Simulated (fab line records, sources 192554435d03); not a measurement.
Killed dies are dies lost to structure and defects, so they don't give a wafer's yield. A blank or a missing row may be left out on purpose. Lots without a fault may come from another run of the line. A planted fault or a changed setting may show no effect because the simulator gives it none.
fab line records | flow n5_finfet
record lots=9 wafers=25 last_day=21
route steps=1938 shown FIN_CUT@165 STI_FIN_REVEAL@184 BEOL_M4@1111 PASSIVATION@1936
lots that met no fault: from a run of the same line without faults
start_h: hours from the record's first day to the start of the lot's first wafer shown | wait_h: hours since the lot's step before | " the same as in the row above | L1.1+2: a row that stands for several wafers | - no value, or no start given | * or withheld: withheld | < > ~ a bound
route shown NAME@n: a module of which the file shows steps, and the number in the route of the first | usual: mean/standard deviation of fault-free wafers | same: alike in all rows | chamber/n: place in a boat | sites: the reading at each site | _std_site: their standard deviation | _edge_site: outer sites' mean less inner sites' | radius_mm: how far each site lies from the wafer's centre | mask NAME#n: copy n | behind: the tool/chamber that last shaped the wafer | hold: why the lot was held/for how many hours/how that ended | device: the transistor (n, p or np) that didn't switch | end of line: the same wafers' tests at the end of the route | a step without rows: its recipe alone | killed: dies lost to structure and defects at the first sort, not the wafer's yield | map: a wafer's dies, x killed, . not, _ none there
set.NAME: the setting as run; set.NAME@STEP: as run at that earlier step | model.NAME: the simulator's own value behind a step, which no gauge read
steps of the route over a sample of lots; a table a step, a row a wafer
services: from which hour (start_h, from the record's first day; less than 0 if before it) a tool's chamber was out of use, for how many hours, and why
## steps
# step N5_FIN_CUT_INSPECT_10
# recipe mode=adi inspect_instrument=brightfield
# usual raw_defect_count=42/12
# columns lot.wafer tool chamber start_h wait_h raw_defect_count
L529.2 defect_inspect-01 - 38.69 0.0 89
L529.5 " - " " 46
L529.6 " - " " 44
L535.1 defect_inspect-02 - 77.72 0.1 19
L535.3 " - " " 38
L535.6 " - " " 31
L536.1 defect_inspect-01 - 82.70 0.1 30
L536.2 " - " " 38
L536.5 " - " " 39
L537.1 defect_inspect-01 - 90.28 0.1 57
L537.3 " - " " 58
L537.5 " - " " 59
L540.1 defect_inspect-01 - 107.18 0.1 44
L540.2 " - " " 41
L540.6 " - " " 43
L541.5 defect_inspect-01 - 110.79 0.0 38
L541.6 " - " " 49
L543.2 defect_inspect-01 - 123.52 0.0 60
L543.6 " - " " 38
L548.1 defect_inspect-02 - 153.66 0.1 41
L548.3 " - " " 47
L548.6 " - " " 51
L549.1 defect_inspect-01 - 159.39 0.1 24
L549.5 " - " " 45
L549.6 " - " " 33
# step N5_STI_FIN_REVEAL_ALD_14
# recipe material=Si3N4 target_thk_a=30 temp_c=400 ald_precursor_family=SiH2I2 ald_co_reactant=N2/H2-plasma pressure_torr=2
# usual chamber_pressure_Torr=2.000/0.0042 heater_power_w=854/85
# columns lot.wafer tool chamber start_h wait_h chamber_pressure_Torr heater_power_w
L529.2 ald_sin-02 3 39.73 0.0 2.001 746
L529.5 " 0 " " 2.001 853
L529.6 " 1 " " 2.003 842
L535.1 ald_sin-02 1 78.77 0.0 2.002 838
L535.3 " 0 " " 2.006 846
L535.6 " 2 " " 2.008 872
L536.1 ald_sin-03 2 83.80 0.0 2.005 914
L536.2 " 0 " " 1.998 782
L536.5 " 2 " " 2.001 880
L537.1 ald_sin-01 0 94.22 0.0 1.996 928
L537.3 " 1 " " 2.009 719
L537.5 " 1 " " 1.997 726
L540.1 ald_sin-01 1 108.21 0.0 1.999 745
L540.2 " 2 " " 1.998 1083
L540.6 " 3 " " 2.004 891
L541.5 ald_sin-03 1 112.65 0.1 2.003 800
L541.6 " 2 " " 2.007 873
L543.2 ald_sin-02 0 124.59 0.0 2.007 877
L543.6 " 3 " " 2.001 688
L548.1 ald_sin-01 0 154.97 0.0 2.002 953
L548.3 " 2 " " 2.005 1081
L548.6 " 0 " " 2.003 960
L549.1 ald_sin-02 2 160.73 0.0 2.000 829
L549.5 " 0 " " 1.997 882
L549.6 " 1 " " 1.998 893
# step N5_STI_FIN_REVEAL_CMP_04
# recipe stop_on=Si3N4 t_overpolish_s=4 down_force_psi=2 platen_rpm=54.18 post_cmp_clean=alkaline_brush pad_velocity_m_s=1.078 target_thk_nm=131.83
# usual edge_zone_pressure_frac=0.999/0.0052 motor_current_A=7.9/0.86 overpolish_run_s=4.000/0.0097 time_to_endpoint_s=103/5.6
# same t_overpolish_s=4
# columns lot.wafer tool chamber start_h wait_h edge_zone_pressure_frac motor_current_A overpolish_run_s time_to_endpoint_s
L529.2 cmp-02 3 44.88 0.1 1.007 8.0 3.996 97
L529.5 " 0 " " 0.999 7.3 4.002 100
L529.6 " 1 " " 1.003 7.0 3.991 90
L535.3 cmp-03 2 83.86 0.1 0.994 7.2 3.996 104
L535.1 " 3 " " 1.005 8.5 4.010 107
L535.6 " 2 " " 1.003 8.0 4.015 105
L536.1 cmp-02 2 89.00 0.2 1.003 6.0 4.011 100
L536.2 " 3 " " 1.005 7.9 3.999 100
L536.5 " 2 " " 0.994 6.4 3.984 97
L537.3 cmp-01 0 99.26 0.0 0.992 8.8 3.991 109
L537.1 " 3 " " 1.005 6.5 3.991 96
L537.5 " 1 " " 1.003 8.9 4.009 106
L540.2 cmp-01 3 113.30 0.1 1.004 6.8 4.015 101
L540.1 " 1 " " 0.992 9.5 4.011 114
L540.6 " 3 " " 1.004 6.9 3.996 101
L541.5 cmp-01 3 117.74 0.2 0.992 7.1 4.000 99
L541.6 " 0 " " 1.002 9.1 4.006 102
L543.2 cmp-01 2 129.67 0.1 1.000 7.7 3.986 100
L543.6 " 2 " " 0.997 7.6 4.001 101
L548.1 cmp-03 3 160.08 0.1 1.004 9.1 4.008 107
L548.3 " 0 " " 1.001 8.4 4.010 104
L548.6 " 1 " " 1.007 7.9 4.001 115
L549.1 cmp-02 0 165.84 0.1 0.995 7.3 4.006 103
L549.5 " 2 " " 0.999 6.2 4.011 95
L549.6 " 3 " " 0.995 7.9 4.003 96
# step N5_STI_FIN_REVEAL_ETCH_34
# recipe chemistry=H2 mode=isotropic material=Si target=Si target_depth_a=9.7 temp_c=20 pressure_mtorr=4.5 icp_w=300 bias_w=0 h2_flow_sccm=7.5 he_flow_sccm=142.5
# usual bias_w=0/0 chamber_pressure_mTorr=4.500/0.0043 drypump_motor_current_A=5.9/0.43 oes_product_au=0.997/0.017 throttle_valve_pct=25.7/0.57
# columns lot.wafer tool chamber start_h wait_h bias_w chamber_pressure_mTorr drypump_motor_current_A oes_product_au rf_hours_counter_h throttle_valve_pct
L529.2 rie_si-01 0 47.83 0.1 0 4.504 5.8 1.007 148 25.1
L529.5 " 0 " " 0 4.500 5.9 0.997 - 25.1
L529.6 " 1 " " 0 4.501 5.9 1.033 - 25.6
L535.1 rie_si-01 0 86.70 0.2 - - - - - -
L535.3 " 3 " " - - - - - -
L535.6 " 2 " " - - - - - -
L536.1 rie_si-03 2 91.89 0.2 - - - - - -
L536.2 " 3 " " - - - - - -
L536.5 " 0 " " - - - - - -
L537.1 rie_si-03 1 102.46 0.2 0 4.507 5.5 0.998 3 25.6
L537.3 " 2 " " 0 4.500 5.8 0.961 69 25.0
L537.5 " 1 " " 0 4.499 5.4 1.001 - 25.5
L540.1 rie_si-03 2 116.19 0.2 0 4.500 5.8 0.976 69 25.0
L540.2 " 1 " " 0 4.497 5.4 1.007 3 25.6
L540.6 " 3 " " 0 4.499 5.3 1.000 - 25.3
L541.5 rie_si-01 3 120.49 0.1 0 4.499 6.3 0.976 - 27.1
L541.6 " 2 " " 0 4.505 6.1 0.999 - 25.6
L543.2 rie_si-03 1 132.95 0.1 0 4.497 5.4 1.001 4 25.6
L543.6 " 1 " " 0 4.500 5.4 1.004 - 25.6
L548.1 rie_si-03 1 163.04 0.2 0 4.505 5.4 1.007 4 25.6
L548.3 " 2 " " 0 4.496 5.8 0.965 70 25.0
L548.6 " 1 " " 0 4.494 5.4 1.002 - 25.6
L549.1 rie_si-01 2 168.83 0.2 0 4.502 6.1 0.985 64 25.6
L549.5 " 0 " " 0 4.505 5.8 1.000 - 25.2
L549.6 " 1 " " 0 4.495 5.9 1.029 - 25.6
# step N5_STI_FIN_REVEAL_CD_MEAS_22
# recipe target_cd_nm=6.238 pitch_nm=28 polarity=line
# usual cd_nm=6.35/0.29
# columns lot.wafer tool chamber start_h wait_h cd_nm
L529.2 cd_sem-02 - 48.40 0.0 6.77
L529.5 " - " " 6.27
L529.6 " - " " 6.85
L535.1 cd_sem-02 - 87.27 0.0 8.08
L535.3 " - " " 8.06
L535.6 " - " " 8.35
L536.1 cd_sem-01 - 92.47 0.0 7.68
L536.2 " - " " 7.92
L536.5 " - " " 7.88
L537.1 cd_sem-02 - 103.04 0.0 5.75
L537.3 " - " " 6.56
L537.5 " - " " 6.54
L540.1 cd_sem-02 - 116.77 0.0 6.90
L540.2 " - " " 6.34
L540.6 " - " " 6.47
L541.5 cd_sem-02 - 121.06 0.0 6.61
L541.6 " - " " 6.78
L543.2 cd_sem-01 - 133.58 0.0 5.77
L543.6 " - " " 6.08
L548.1 cd_sem-03 - 163.62 0.0 6.43
L548.3 " - " " 6.78
L548.6 " - " " 5.64
L549.1 cd_sem-02 - 169.41 0.0 6.18
L549.5 " - " " 5.97
L549.6 " - " " 6.50
# step N5_BEOL_M4_RC_MEAS_101
# usual DIBL_N=37.7/2 DIBL_P=37.7/2.3 IOFF_N=0.18/0.039 IOFF_N_85C=3.5/0.62 IOFF_N_LIN=0.083/0.014 IOFF_N_LONG=5.54e-05/2.7e-06 IOFF_P=0.23/0.042 IOFF_P_85C=3.9/0.6 IOFF_P_LIN=0.105/0.014 IOFF_P_LONG=0.000103/8.8e-06 ION_N=681/12 ION_P=463/8 REXT_N=75.6/1.8 REXT_P=101.1/2 SS_N=71.9/0.68 SS_P=73.6/0.71 VT_N=248/3.2 VT_N_LONG=274.5/2.1 VT_N_LVT=98/3.2 VT_P=-249/3.1 VT_P_LONG=-275.9/2.7 VT_P_LVT=-98.9/2.8
# columns lot.wafer tool chamber start_h wait_h DIBL_N[mV/V] DIBL_P[mV/V] IOFF_N[nA/um] IOFF_N_85C[nA/um] IOFF_N_LIN[nA/um] IOFF_N_LONG[nA/um] IOFF_P[nA/um] IOFF_P_85C[nA/um] IOFF_P_LIN[nA/um] IOFF_P_LONG[nA/um] ION_N[uA/um] ION_P[uA/um] REXT_N[ohm.um] REXT_P[ohm.um] SS_N[mV/dec] SS_P[mV/dec] VT_N[mV] VT_N_LONG[mV] VT_N_LVT[mV] VT_P[mV] VT_P_LONG[mV] VT_P_LVT[mV]
L529.2 prober-02 0 265.07 0.2 42.7 41.4 0.26 4.7 0.111 5.7e-05 0.31 5.2 0.136 0.000115 704 480 74.2 101.6 73.3 74.6 244 276.1 92 -245 -275.7 -94.6
L529.5 " 0 " " 36.7 34.8 0.13 2.6 0.064 5.58e-05 0.18 3.2 0.092 0.000112 672 465 74.5 101.6 71.3 72.9 254 272.0 101 -254 -274.3 -101.4
L529.6 " 0 " " 42.0 40.6 0.25 4.5 0.107 5.68e-05 0.30 4.9 0.131 0.000111 707 482 73.6 101.9 72.9 74.4 245 275.6 93 -247 -273.8 -94.7
L535.1 prober-02 0 306.99 0.0 49.8 54.2 0.89 13.2 0.393 8.39e-05 0.82 11.5 0.361 0.000135 767 503 67.6 87.2 75.3 77.8 222 259.5 74 -235 -266.9 -86.2
L535.3 " 0 " " 47.6 51.0 0.69 10.8 0.322 8.34e-05 0.61 9.1 0.287 0.000125 768 501 66.9 88.5 74.9 77.6 225 262.7 78 -240 -267.0 -90.1
L535.6 " 0 " " 48.3 54.0 0.84 12.5 0.382 8.26e-05 0.81 11.4 0.351 0.000135 786 515 69.3 87.5 75.2 78.0 225 260.8 75 -234 -267.3 -86.6
L536.1 prober-01 0 309.95 0.0 48.6 51.8 0.76 11.4 0.351 9.09e-05 0.75 10.6 0.356 0.000148 751 503 66.9 91.9 74.5 77.8 224 257.2 74 -233 -262.2 -82.0
L536.2 " 0 " " 51.3 53.4 1.05 14.9 0.420 9.43e-05 0.84 11.9 0.382 0.000148 770 505 65.1 90.4 75.1 77.9 222 256.3 70 -229 -263.9 -80.4
L536.5 " 0 " " 49.8 53.7 0.83 12.4 0.373 9.12e-05 0.79 11.3 0.365 0.000147 757 499 66.7 91.1 73.9 77.2 225 254.7 73 -234 -261.1 -82.1
L537.1 prober-02 0 323.10 0.0 34.1 34.6 0.14 2.9 0.067 5.72e-05 0.18 3.2 0.088 0.000103 668 453 75.9 98.0 70.5 72.2 250 272.4 99 -252 -276.4 -101.1
L537.3 " 0 " " 36.3 37.9 0.19 3.6 0.086 5.7e-05 0.24 4.0 0.109 0.000109 697 472 76.6 95.9 72.3 73.2 247 274.5 94 -248 -274.2 -95.9
L537.5 " 0 " " 34.2 35.2 0.16 3.1 0.074 5.78e-05 0.19 3.4 0.094 0.000106 689 470 76.9 98.2 71.6 73.5 247 274.5 96 -249 -276.4 -99.1
L541.5 prober-01 0 350.35 0.6 35.0 35.0 0.15 2.9 0.072 5.54e-05 0.20 3.5 0.094 0.000104 691 476 75.6 97.7 70.9 72.8 248 271.8 97 -250 -277.0 -100.4
L541.6 " 0 " " 41.1 41.9 0.26 4.7 0.110 5.42e-05 0.31 5.1 0.128 0.0001 679 465 77.0 98.3 72.4 74.6 243 275.4 92 -243 -277.2 -95.9
L540.1 prober-01 0 353.43 0.0 34.6 35.0 0.14 2.8 0.067 5.18e-05 0.19 3.3 0.093 9.9e-05 668 461 76.4 102.3 70.6 73.0 249 276.7 101 -250 -275.0 -101.6
L540.2 " 0 " " 36.4 37.2 0.16 3.2 0.074 5.28e-05 0.22 3.7 0.102 0.000101 673 461 75.5 101.4 71.1 73.6 251 275.6 99 -251 -276.1 -99.8
L540.6 " 0 " " 39.1 40.1 0.21 4.0 0.089 5.23e-05 0.27 4.4 0.119 9.9e-05 685 458 74.8 101.7 72.7 73.4 247 277.9 99 -248 -274.7 -97.2
L543.2 prober-02 0 358.24 0.2 37.4 38.8 0.16 3.0 0.069 4.93e-05 0.23 3.8 0.101 0.0001 663 454 78.5 100.8 71.4 74.0 254 277.6 103 -251 -277.0 -100.0
L543.6 " 0 " " 36.1 37.4 0.15 2.9 0.069 5.12e-05 0.20 3.4 0.093 9.5e-05 674 456 76.5 100.2 71.9 73.9 252 277.5 101 -252 -278.1 -101.6
L548.1 prober-02 0 385.87 0.0 38.5 36.9 0.20 3.8 0.084 5.65e-05 0.21 3.8 0.104 9.6e-05 681 464 73.4 100.1 72.8 73.6 247 271.6 96 -249 -278.0 -98.3
L548.3 " 0 " " 35.3 35.0 0.15 2.9 0.071 5.53e-05 0.19 3.6 0.099 0.000105 682 464 74.8 99.8 71.3 73.6 248 271.3 99 -249 -274.3 -98.3
L548.6 " 0 " " 36.5 36.6 0.15 3.0 0.072 5.59e-05 0.20 3.7 0.100 0.000103 671 457 73.8 99.0 71.7 73.2 251 273.7 100 -249 -275.5 -99.6
L549.1 prober-02 0 389.10 0.0 39.4 38.3 0.22 4.0 0.091 5.81e-05 0.26 4.4 0.118 0.000107 685 469 74.4 103.3 73.2 73.9 245 274.8 95 -247 -277.7 -96.0
L549.5 " 0 " " 36.0 34.0 0.17 3.2 0.073 5.87e-05 0.19 3.4 0.097 0.000111 680 459 73.6 102.1 71.6 72.8 249 271.7 97 -251 -277.0 -97.1
L549.6 " 0 " " 38.5 39.8 0.22 4.1 0.098 5.67e-05 0.30 4.9 0.132 0.000106 688 471 76.6 102.6 71.4 73.6 244 272.4 92 -246 -277.7 -92.3
# step N5_PASSIVATION_PROBE_49
# usual defect_limited_yield=91.1/1.4 killed_at_M0_to_M3=34/9.6 killed_at_M4_up=15/5.3 killed_at_contacts=12/6.1 killed_at_front_end=40/11 killed_at_other=3.5/2.8 killed_dies=105/17 killed_open=70/12 killed_short=34/7.7 sort_bin_4_leakage=0.01/0.07 sort_bin_5_function=5.2/0.97 sort_bin_6_memory=3.4/0.62 sort_n_pass=1075/17 sort_yield_pct=91.1/1.4
# same gross_dies=1180 killed_at_back_side=0 sort_bin_8_speed[%]=0
# columns lot.wafer tool chamber start_h wait_h defect_limited_yield[%] killed_at_M0_to_M3 killed_at_M4_up killed_at_contacts killed_at_front_end killed_at_other killed_dies killed_open killed_short sort_bin_4_leakage[%] sort_bin_5_function[%] sort_bin_6_memory[%] sort_n_pass sort_yield_pct[%]
L536.1 prober-02 - 408.14 0.1 90.8 33 23 10 37 6 109 71 36 90.68 5.5 3.5 1 0.1
L536.2 prober-02 - 408.19 0.2 91.6 25 19 15 30 10 99 69 25 91.61 4.4 3.4 0 0
L536.5 prober-02 - 408.34 0.3 92.2 18 13 25 34 2 92 66 24 92.20 4.5 3.1 0 0
L535.1 prober-02 - 413.05 0.0 92.1 22 8 15 46 2 93 64 28 92.12 3.5 4.1 0 0
L535.3 prober-02 - 413.15 0.1 92.5 28 11 14 30 5 88 58 30 92.46 4.9 2.3 1 0.1
L535.6 prober-02 - 413.30 0.3 89.2 46 16 16 50 0 128 84 44 89.15 6.6 4.1 0 0
# killed by level:class
L536.1 BEOL_M4:geometric_particle:open=15 MOL_CONTACT_COAG:geometric_particle:open=9 BEOL_M2:geometric_particle:open=9 BEOL_M0_SAQP:geometric_particle:short=8 GATE_CUT:geometric_particle:short=7 ILD0:geometric_particle:open=6 FIN_SAQP:geometric_particle:open=5 BEOL_M1:geometric_particle:open=5
L536.2 MOL_CONTACT_COAG:geometric_particle:open=12 BEOL_M4:geometric_particle:open=10 STI_FIN_REVEAL:geometric_particle:open=8 BEOL_M2:geometric_particle:open=8 FIN_SAQP:geometric_particle:open=5 HKMG_FIN:area_etch=5 BEOL_M0_SAQP:geometric_particle:open=4 BEOL_M0:geometric_particle:open=4
L536.5 MOL_CONTACT_COAG:geometric_particle:open=20 STI_FIN_REVEAL:geometric_particle:open=7 FIN_SAQP:geometric_particle:open=6 BEOL_M4:geometric_particle:open=6 MOL_CONTACT_COAG:geometric_particle:short=5 STI_FIN_REVEAL:geometric_particle:short=4 DUMMY_GATE:geometric_particle:open=4 BEOL_M0_SAQP:geometric_particle:open=4
L535.1 STI_FIN_REVEAL:geometric_particle:open=11 FIN_SAQP:geometric_particle:open=10 MOL_CONTACT_COAG:geometric_particle:open=10 BEOL_M0_SAQP:geometric_particle:open=9 BEOL_M0_SAQP:geometric_particle:short=6 ILD0:geometric_particle:short=5 MOL_CONTACT_COAG:geometric_particle:short=5 GATE_CUT:geometric_particle:short=4
L535.3 MOL_CONTACT_COAG:geometric_particle:open=10 BEOL_M0_SAQP:geometric_particle:open=10 FIN_SAQP:geometric_particle:open=8 BEOL_M0_SAQP:geometric_particle:short=8 BEOL_M4:geometric_particle:open=6 STI_FIN_REVEAL:geometric_particle:open=5 BEOL_M1:geometric_particle:open=5 STARTING-WAFER:geometric_particle:short=5
L535.6 BEOL_M0_SAQP:geometric_particle:open=19 FIN_SAQP:geometric_particle:open=13 FIN_SAQP:geometric_particle:short=11 MOL_CONTACT_COAG:geometric_particle:open=10 BEOL_M0_SAQP:geometric_particle:short=9 BEOL_M4:geometric_particle:open=8 MOL_CONTACT_COAG:geometric_particle:short=6 ILD0:geometric_particle:open=6
## services
# columns tool chamber start_h hours kind
ald_sin-03 - 18.53 2.8 pm
cmp-01 - 22.07 2.1 repair
cmp-03 - 23.09 4.9 pm
cmp-02 - 55.17 4.0 repair
rie_si-03 1 72.40 7.9 repair
cmp-03 - 76.60 0.5 repair
ald_sin-01 - 79.38 14.6 pm
cmp-01 - 85.10 4.0 pm
ald_sin-02 - 85.25 14.0 pm
ald_sin-02 0 85.25 14.0 vent_cycle
ald_sin-02 1 85.25 14.0 vent_cycle
ald_sin-02 2 85.25 14.0 vent_cycle
ald_sin-02 3 85.25 14.0 vent_cycle
cmp-03 - 88.23 0.9 repair
cmp-01 - 91.56 4.1 pm
ald_sin-02 0 99.25 - clean
ald_sin-02 1 99.25 - clean
ald_sin-02 2 99.25 - clean
cmp-02 - 103.30 2.3 repair
cmp-02 - 120.99 10.9 pm
cmp-02 - 131.94 9.5 pm
rie_si-03 1 133.48 3.0 repair
ald_sin-02 3 153.43 5.9 repair
cmp-02 - 156.03 8.3 repair
## key
first_sign step=N5_STI_FIN_REVEAL_ETCH_34 reading=tool_record direction=missing
effect step=N5_STI_FIN_REVEAL_CD_MEAS_22 reading=cd_nm direction=up sigmas=5.8 usual=6.35 struck=8.00
effect step=N5_BEOL_M4_RC_MEAS_101 reading=IOFF_N_LIN direction=up sigmas=21 usual=0.083 struck=0.373
effect step=N5_BEOL_M4_RC_MEAS_101 reading=IOFF_N direction=up sigmas=17 usual=0.18 struck=0.84
effect step=N5_BEOL_M4_RC_MEAS_101 reading=IOFF_P_LIN direction=up sigmas=17 usual=0.105 struck=0.350
effect step=N5_BEOL_M4_RC_MEAS_101 reading=IOFF_N_85C direction=up sigmas=15 usual=3.5 struck=12.5
effect step=N5_BEOL_M4_RC_MEAS_101 reading=IOFF_P direction=up sigmas=13 usual=0.23 struck=0.77
effect step=N5_BEOL_M4_RC_MEAS_101 reading=IOFF_P_85C direction=up sigmas=12 usual=3.9 struck=11.0
effect step=N5_BEOL_M4_RC_MEAS_101 reading=IOFF_N_LONG direction=up sigmas=12 usual=5.54e-05 struck=8.77e-05
effect step=N5_BEOL_M4_RC_MEAS_101 reading=VT_N_LONG direction=down sigmas=7.4 usual=274.5 struck=258.5
effect step=N5_BEOL_M4_RC_MEAS_101 reading=VT_N direction=down sigmas=7.4 usual=248 struck=224
effect step=N5_BEOL_M4_RC_MEAS_101 reading=VT_N_LVT direction=down sigmas=7.4 usual=98 struck=74
effect step=N5_BEOL_M4_RC_MEAS_101 reading=ION_N direction=up sigmas=7 usual=681 struck=767
effect step=N5_BEOL_M4_RC_MEAS_101 reading=DIBL_P direction=up sigmas=6.6 usual=37.7 struck=53.0
effect step=N5_PASSIVATION_PROBE_49 reading=sort_bin_4_leakage direction=up sigmas=99+ usual=0.01 struck=91.37
met_at N5_STI_FIN_REVEAL_ETCH_34
struck_lots L535,L536
not_acting_at N5_FIN_CUT_INSPECT_10,N5_STI_FIN_REVEAL_ALD_14,N5_STI_FIN_REVEAL_CMP_04
onset_between 47.83 86.70
fault kind=skipped_step_whole tool=rie_si-01,rie_si-03 chamber=- onset_h=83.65 steps=N5_STI_FIN_REVEAL_ETCH_34 scope=struck_lots_only
